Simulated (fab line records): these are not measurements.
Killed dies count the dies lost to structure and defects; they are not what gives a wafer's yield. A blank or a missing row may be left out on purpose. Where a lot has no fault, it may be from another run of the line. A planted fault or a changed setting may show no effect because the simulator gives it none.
Which tool is to blame? + flow n5-finfet + 7 lots, 20 wafers sampled, at 5 steps of a route of 1938

== WHAT THE GAUGES READ, wafer by wafer ==
N5_BEOL_M15_RC_MEAS_101. Usual: COMB_M10 1.4e-11 S/m, standard deviation 3.2e-12; COMB_M11 1.31e-11 S/m, standard deviation 2.6e-12; COMB_M12 5.3e-12 S/m, standard deviation 1.3e-12; COMB_M13 3.5e-12 S/m, standard deviation 1.1e-12; COMB_M13_max_site 5.6e-12 S/m, standard deviation 1.7e-12; COMB_M14 2.5e-12 S/m, standard deviation 9.2e-13; COMB_M15 1.4e-12 S/m, standard deviation 7.1e-13; COMB_M5 3.4e-11 S/m, standard deviation 7.9e-12; COMB_M5_max_site 5e-11 S/m, standard deviation 1.2e-11; COMB_M6 2.4e-11 S/m, standard deviation 5.1e-12; COMB_M7 2.3e-11 S/m, standard deviation 4.9e-12; COMB_M8 2.4e-11 S/m, standard deviation 5.6e-12; COMB_M9 1.4e-11 S/m, standard deviation 3e-12; COMB_M9_max_site 2e-11 S/m, standard deviation 5.4e-12; SERP_M10 3.02 ohm/um, standard deviation 0.057; SERP_M11 3.07 ohm/um, standard deviation 0.061; SERP_M11_max_site 3.17 ohm/um, standard deviation 0.073; SERP_M12 0.638 ohm/um, standard deviation 0.011; SERP_M13 0.311 ohm/um, standard deviation 0.0054; SERP_M14 0.1589 ohm/um, standard deviation 0.0025; SERP_M5 39.4 ohm/um, standard deviation 1.5; SERP_M6 13.7 ohm/um, standard deviation 0.44; SERP_M7 13.8 ohm/um, standard deviation 0.39; SERP_M8 13.6 ohm/um, standard deviation 0.43; SERP_M8_max_site 14.2 ohm/um, standard deviation 0.49; SERP_M9 3.07 ohm/um, standard deviation 0.057.
| lot  | measured     | on        | COMB_M10 (S/m)          | COMB_M11 (S/m)             | COMB_M12 (S/m)          | COMB_M13 (S/m)          | COMB_M13_max_site (S/m)  | COMB_M14 (S/m)          | COMB_M15 (S/m)          | COMB_M5 (S/m)           | COMB_M5_max_site (S/m)  | COMB_M6 (S/m)           | COMB_M7 (S/m)           | COMB_M8 (S/m)           | COMB_M9 (S/m)           | COMB_M9_max_site (S/m)  | SERP_M10 (ohm/um) | SERP_M11 (ohm/um) | SERP_M11_max_site (ohm/um) | SERP_M12 (ohm/um) | SERP_M13 (ohm/um) | SERP_M14 (ohm/um)    | SERP_M5 (ohm/um) | SERP_M6 (ohm/um) | SERP_M7 (ohm/um) | SERP_M8 (ohm/um) | SERP_M8_max_site (ohm/um) | SERP_M9 (ohm/um) | flag |
|------|--------------|-----------|-------------------------|----------------------------|-------------------------|-------------------------|--------------------------|-------------------------|-------------------------|-------------------------|-------------------------|-------------------------|-------------------------|-------------------------|-------------------------|-------------------------|-------------------|-------------------|----------------------------|-------------------|-------------------|----------------------|------------------|------------------|------------------|------------------|---------------------------|------------------|------|
| L343 | day 12 08:10 | prober-01 | 1.2e-11 1.2e-11 1.1e-11 | 1.31e-11 1.37e-11 1.34e-11 | 5.4e-12 7.3e-12 5.2e-12 | 2.4e-12 2.8e-12 3e-12   | 3.6e-12 4.4e-12 5.4e-12  | 4.1e-12 1.7e-12 8e-13   | 4e-13 5e-13 2e-12       | 4.1e-11 3.6e-11 3e-11   | 6e-11 4.7e-11 4.7e-11   | 2.7e-11 2.5e-11 2.5e-11 | 1.5e-11 2.4e-11 1.8e-11 | 3.6e-11 2e-11 2.9e-11   | 1.6e-11 1.8e-11 1.9e-11 | 2.1e-11 2.9e-11 3.3e-11 | 3.01 3.10 3.06    | 3.11 3.14 3.14    | 3.33 3.22 3.32             | 0.636 0.634 0.642 | 0.317 0.317 0.319 | 0.1608 0.1608 0.1631 | 41.3 39.2 38.9   | 14.3 13.9 13.7   | 13.5 14.8 13.8   | 13.6 13.7 13.4   | 14.3 14.7 14.9            | 3.03 3.01 3.02   |      |
| L346 | day 13 09:16 | prober-02 | 1.1e-11 2e-11 1.6e-11   | 1.45e-11 1.38e-11 1.13e-11 | 4.9e-12 6.2e-12 4.6e-12 | 3.6e-12 4.1e-12 3.8e-12 | 5.4e-12 4.9e-12 6.6e-12  | 2.2e-12 2.8e-12 3.2e-12 | 2.4e-12 1.7e-12 1.9e-12 | 5.1e-11 2.7e-11 3.2e-11 | 7.2e-11 5e-11 4.4e-11   | 2.6e-11 2.2e-11 2.3e-11 | 2e-11 1.8e-11 2.1e-11   | 2.3e-11 3e-11 1.7e-11   | 1.5e-11 1.3e-11 1.4e-11 | 2.1e-11 2.2e-11 2.3e-11 | 3.02 2.94 2.98    | 3.16 3.04 3.07    | 3.26 3.13 3.13             | 0.634 0.630 0.644 | 0.308 0.315 0.306 | 0.1595 0.1596 0.1651 | 39.5 38.6 39.5   | 14.1 13.6 13.7   | 13.3 14.2 13.5   | 13.5 12.9 13.2   | 13.9 14.1 14.0            | 3.14 3.08 3.17   |      |
| L349 | day 13 18:47 | prober-02 | 1.5e-11 1.9e-11         | 1.08e-11 1.14e-11          | 6.6e-12 4.8e-12         | 5.2e-12 2.2e-12         | 6.6e-12 2.7e-12          | 2.4e-12 2.8e-12         | 1.3e-12 1.8e-12         | 4.9e-11 3.3e-11         | 7e-11 4.8e-11           | 1.6e-11 2.4e-11         | 3.9e-11 2.6e-11         | 2.4e-11 2.3e-11         | 2.5e-11 1.4e-11         | 3.9e-11 1.9e-11         | 3.02 3.09         | 3.10 3.06         | 3.12 3.18                  | 0.638 0.637       | 0.310 0.315       | 0.1548 0.1521        | 37.7 38.3        | 13.6 13.4        | 14.4 13.9        | 14.1 13.0        | 14.7 13.7                 | 3.06 3.12        |      |
| L357 | day 15 22:17 | prober-01 | 1.5e-11 1.1e-11 1.4e-11 | 1.68e-11 1.05e-11 1.44e-11 | 7.3e-12 5.1e-12 4e-12   | 3e-12 3.6e-12 3.4e-12   | 6.8e-12 6.1e-12 6.3e-12  | 1.9e-12 2.2e-12 2e-12   | 1.4e-12 5e-13 6e-13     | 2.5e-11 3.4e-11 3.4e-11 | 3.2e-11 6.5e-11 4.8e-11 | 2e-11 2.6e-11 2.4e-11   | 1.7e-11 2.1e-11 2.2e-11 | 2.2e-11 2.2e-11 1.8e-11 | 1.2e-11 1.4e-11 1.3e-11 | 1.9e-11 2e-11 2.1e-11   | 3.04 3.01 2.98    | 3.09 3.02 3.13    | 3.22 3.17 3.19             | 0.630 0.625 0.643 | 0.318 0.314 0.315 | 0.1603 0.1579 0.1607 | 40.3 39.6 39.3   | 13.0 13.8 13.2   | 14.2 14.6 13.4   | 12.4 12.9 13.2   | 13.3 13.6 14.0            | 3.01 3.07 3.14   |      |
| L361 | day 17 11:35 | prober-02 | 1.7e-11 1.8e-11 1.9e-11 | 9.9e-12 1.61e-11 1.22e-11  | 6.4e-12 7.1e-12 4.4e-12 | 3.7e-12 3e-12 3.3e-12   | 4.1e-12 6.2e-12 4.9e-12  | 2.6e-12 2.6e-12 3.2e-12 | 1.9e-12 2.1e-12 1.7e-12 | 2.5e-11 2.8e-11 3.8e-11 | 3.2e-11 4.4e-11 5.2e-11 | 3.5e-11 2.3e-11 2.4e-11 | 2e-11 2.6e-11 3.2e-11   | 2.4e-11 1.9e-11 2.2e-11 | 1.3e-11 1.1e-11 1.1e-11 | 1.7e-11 1.5e-11 2.7e-11 | 3.09 3.06 3.02    | 3.05 2.92 3.08    | 3.16 2.97 3.19             | 0.639 0.663 0.647 | 0.318 0.308 0.311 | 0.1560 0.1573 0.1553 | 38.3 36.5 36.9   | 13.0 13.7 13.9   | 13.9 13.2 13.8   | 13.6 13.4 13.9   | 14.8 14.1 14.8            | 3.23 3.01 3.07   |      |
| L363 | day 18 03:25 | prober-01 | 1e-11 8e-12 1e-11       | 9.7e-12 9.9e-12 1.13e-11   | 6.5e-12 4.5e-12 6.4e-12 | 1.7e-12 3.3e-12 3.2e-12 | 2.4e-12 4.3e-12 1.04e-11 | 2e-12 3e-12 2.8e-12     | 1.6e-12 1.1e-12 1.2e-12 | 1.8e-11 3.2e-11 4.2e-11 | 2.9e-11 4.5e-11 6e-11   | 2.6e-11 2.4e-11 2.3e-11 | 1.6e-11 2e-11 1.7e-11   | 2.3e-11 2.7e-11 2.4e-11 | 1e-11 7e-12 8e-12       | 1.6e-11 1.4e-11 1e-11   | 3.02 3.01 3.04    | 3.00 3.24 3.02    | 3.15 3.31 3.11             | 0.649 0.641 0.656 | 0.311 0.312 0.305 | 0.1580 0.1608 0.1576 | 41.4 40.9 39.7   | 13.5 13.7 13.6   | 13.6 14.4 14.4   | 13.3 13.3 13.7   | 14.7 14.2 14.1            | 2.98 3.04 3.09   |      |
| L362 | day 18 03:47 | prober-02 | 1.5e-11 1.3e-11 1.4e-11 | 9.9e-12 1.23e-11 1.34e-11  | 5e-12 5.7e-12 6e-12     | 5.2e-12 3.2e-12 3.7e-12 | 5.7e-12 4.1e-12 5e-12    | 2.7e-12 1.9e-12 2.3e-12 | 2e-12 2.3e-12 1.7e-12   | 3.7e-11 4.3e-11 3.5e-11 | 5.3e-11 5.2e-11 5.3e-11 | 2.6e-11 1.9e-11 3.1e-11 | 2.3e-11 2.7e-11 1.8e-11 | 1.9e-11 2.6e-11 2.3e-11 | 1.5e-11 1e-11 1.8e-11   | 2.3e-11 1.5e-11 2.6e-11 | 3.01 3.03 2.99    | 3.12 3.14 3.19    | 3.22 3.23 3.27             | 0.640 0.640 0.634 | 0.311 0.296 0.311 | 0.1580 0.1592 0.1559 | 38.1 37.6 38.8   | 13.8 13.3 13.1   | 13.6 14.0 13.6   | 13.5 13.2 13.5   | 14.4 13.8 14.1            | 3.18 3.12 3.00   |      |

== WHAT TOOL EACH LOT RAN ON (gives the tool, then ch and the chambers of the sampled wafers, and finally the start) ==
| lot  | N5_BEOL_M9_ETCH_62                 | N5_BEOL_M9_ETCH_66                 | N5_BEOL_M9_ALD_74                   | N5_BEOL_M10_ILD_DEP_00          |
|------|------------------------------------|------------------------------------|-------------------------------------|---------------------------------|
| L343 | rie-diel-01 ch 1,3, day 10 08:35   | rie-diel-01 ch 0,1, day 10 11:25   | ald-metal-04 ch 0,2,3, day 10 12:43 | pecvd-02 ch 0,1,2, day 10 14:44 |
| L346 | rie-diel-02 ch 0,2,3, day 11 10:44 | rie-diel-06 ch 1,2, day 11 13:20   | ald-metal-04 ch 0,2,3, day 11 14:27 | pecvd-01 ch 0,1, day 11 16:05   |
| L349 | rie-diel-02 ch 0, day 11 19:14     | rie-diel-01 ch 1,2, day 11 20:17   | ald-metal-04 ch 0,2, day 11 23:06   | pecvd-02 ch 1,2, day 12 00:40   |
| L357 | rie-diel-06 ch 1,2,3, day 14 03:04 | rie-diel-02 ch 0,1,3, day 14 06:11 | ald-metal-03 ch 0,2, day 14 07:14   | pecvd-03 ch 0,2, day 14 09:05   |
| L361 | rie-diel-01 ch 0,1,3, day 15 12:00 | rie-diel-06 ch 1,3, day 15 13:06   | ald-metal-04 ch 0,2,3, day 15 14:08 | pecvd-03 ch 0,1, day 15 16:13   |
| L363 | rie-diel-01 ch 0,1, day 15 12:34   | rie-diel-02 ch 0,1,2, day 15 13:40 | ald-metal-04 ch 2,3, day 15 15:05   | pecvd-02 ch 0,1,2, day 15 16:50 |
| L362 | rie-diel-02 ch 0,3, day 15 12:44   | rie-diel-06 ch 0,1,2, day 15 14:13 | ald-metal-03 ch 0,1,3, day 15 15:25 | pecvd-01 ch 1,2, day 15 17:17   |
- N5_BEOL_M9_ETCH_62: etches SOC in N2/H2, target depth 110 nm, overetch 22 nm, time 165 s.
- N5_BEOL_M9_ETCH_66: etches SOC in N2/H2, target depth 80 nm, overetch 16 nm, time 120 s.
- N5_BEOL_M9_ALD_74: deposits TaN, target thk 2 nm, pulse time 2 s, purge time 3 s.
- N5_BEOL_M10_ILD_DEP_00: deposits SiCOH lowk from DEMS/porogen, target thk 308.51 nm, time 58 s.

== WHAT THE TOOLS THEMSELVES READ (means of the sampled wafers that have a number; where no wafer has one, the mark that the record gives instead) ==
N5_BEOL_M9_ETCH_62. Usual: drypump-motor-current-A 5.5 A, standard deviation 0.51; h2-flow-sccm 200.0 sccm, standard deviation 0.62; oes-product-au 0.65 a.u., standard deviation 0.061; rf-vpp-V 522.8 V, standard deviation 2.9; showerhead-plenum-p-Torr 2.51 Torr, standard deviation 0.1; throttle-valve-pct 17.79 %, standard deviation 0.19.
| lot  | tool        | drypump-motor-current-A (A) | h2-flow-sccm (sccm) | oes-product-au (a.u.) | rf-vpp-V (V) | showerhead-plenum-p-Torr (Torr) | throttle-valve-pct (%) | flag |
|------|-------------|-----------------------------|---------------------|-----------------------|--------------|---------------------------------|------------------------|------|
| L343 | rie-diel-01 | 5.1                         | 200.4               | 0.59                  | 525.0        | 2.58                            | 18.05                  |      |
| L346 | rie-diel-02 | 5.4                         | 200.4               | 0.66                  | 524.4        | 2.55                            | 17.71                  |      |
| L349 | rie-diel-02 | 5.2                         | 199.9               | 0.70                  | 528.0        | 2.69                            | 17.59                  |      |
| L357 | rie-diel-06 | 5.2                         | 199.7               | 0.67                  | 522.6        | 2.52                            | 17.75                  |      |
| L361 | rie-diel-01 | 5.3                         | 200.1               | 0.66                  | 521.9        | 2.48                            | 17.82                  |      |
| L363 | rie-diel-01 | 4.9                         | 200.2               | 0.59                  | 522.5        | 2.51                            | 17.98                  |      |
| L362 | rie-diel-02 | 5.4                         | 199.9               | 0.66                  | 525.7        | 2.62                            | 17.68                  |      |

N5_BEOL_M9_ETCH_66. Usual: drypump-motor-current-A 5.4 A, standard deviation 0.5; h2-flow-sccm 200.1 sccm, standard deviation 0.55; oes-product-au 0.57 a.u., standard deviation 0.047; rf-vpp-V 523 V, standard deviation 3.1; showerhead-plenum-p-Torr 2.50 Torr, standard deviation 0.11; throttle-valve-pct 17.82 %, standard deviation 0.21.
| lot  | tool        | drypump-motor-current-A (A) | h2-flow-sccm (sccm) | oes-product-au (a.u.) | rf-vpp-V (V) | showerhead-plenum-p-Torr (Torr) | throttle-valve-pct (%) | flag |
|------|-------------|-----------------------------|---------------------|-----------------------|--------------|---------------------------------|------------------------|------|
| L343 | rie-diel-01 | 5.2                         | 200.4               | 0.57                  | 521          | 2.44                            | 17.75                  |      |
| L346 | rie-diel-06 | 5.0                         | 200.6               | 0.56                  | 520          | 2.43                            | 17.84                  |      |
| L349 | rie-diel-01 | 5.5                         | 200.8               | 0.54                  | 524          | 2.57                            | 17.87                  |      |
| L357 | rie-diel-02 | 5.8                         | 200.8               | 0.59                  | 523          | 2.55                            | 17.71                  |      |
| L361 | rie-diel-06 | 5.4                         | 199.8               | 0.65                  | 525          | 2.61                            | 17.64                  |      |
| L363 | rie-diel-02 | 5.5                         | 200.0               | 0.58                  | 523          | 2.50                            | 17.74                  |      |
| L362 | rie-diel-06 | 5.1                         | 199.9               | 0.54                  | 522          | 2.45                            | 18.01                  |      |

N5_BEOL_M9_ALD_74. Usual: heater-power-w 411 W, standard deviation 27; mfc-carrier-sccm 1500 sccm, standard deviation 4.8; susceptor-temp-C 274.98 C, standard deviation 0.18.
| lot  | tool         | heater-power-w (W) | mfc-carrier-sccm (sccm) | susceptor-temp-C (C) | flag |
|------|--------------|--------------------|-------------------------|----------------------|------|
| L343 | ald-metal-04 | 400                | 1498                    | 274.93               |      |
| L346 | ald-metal-04 | 403                | 1498                    | 274.88               |      |
| L349 | ald-metal-04 | 414                | 1496                    | 274.91               |      |
| L357 | ald-metal-03 | 390                | 1510                    | 275.13               |      |
| L361 | ald-metal-04 | 401                | 1501                    | 274.99               |      |
| L363 | ald-metal-04 | 382                | 1502                    | 274.71               |      |
| L362 | ald-metal-03 | 414                | 1504                    | 274.95               |      |

N5_BEOL_M10_ILD_DEP_00. Usual: heater-power-w 323 W, standard deviation 69; showerhead-plenum-p-Torr 5.738 Torr, standard deviation 0.021; susceptor-temp-C 300.02 C, standard deviation 0.19; throttle-valve-pct 13.8 %, standard deviation 1.1.
| lot  | tool     | heater-power-w (W) | showerhead-plenum-p-Torr (Torr) | susceptor-temp-C (C) | throttle-valve-pct (%) | flag |
|------|----------|--------------------|---------------------------------|----------------------|------------------------|------|
| L343 | pecvd-02 | 277                | 5.723                           | 299.98               | 14.0                   |      |
| L346 | pecvd-01 | 359                | 5.742                           | 299.92               | 14.7                   |      |
| L349 | pecvd-02 | 237                | 5.706                           | 300.04               | 13.2                   |      |
| L357 | pecvd-03 | 295                | 5.729                           | 300.00               | 13.3                   |      |
| L361 | pecvd-03 | 350                | 5.774                           | 300.00               | 14.3                   |      |
| L363 | pecvd-02 | 283                | 5.727                           | 300.06               | 14.0                   |      |
| L362 | pecvd-01 | 354                | 5.732                           | 300.20               | 14.4                   |      |

== THE ANSWER, worked out from the rows above alone ==
Rule: lot off if the mean of its wafers having a number is beyond 3 standard deviations from the usual mean. A lot without any number at a reading at which 4 lots or more have one is off too. Where the step has rows for the other lots, those lots are counted as sound. After the gauges, taken in route order, come the tools' own readings; for these a lot's mean is taken, as printed above. The first step at which some lot is off is used, and at that step the reading that is off furthest; a lot without a number counts as furthest.
Nothing can be told from this: no lot is off at any reading shown.

== WHAT HAD BEEN PUT IN BY THE SIMULATOR ==
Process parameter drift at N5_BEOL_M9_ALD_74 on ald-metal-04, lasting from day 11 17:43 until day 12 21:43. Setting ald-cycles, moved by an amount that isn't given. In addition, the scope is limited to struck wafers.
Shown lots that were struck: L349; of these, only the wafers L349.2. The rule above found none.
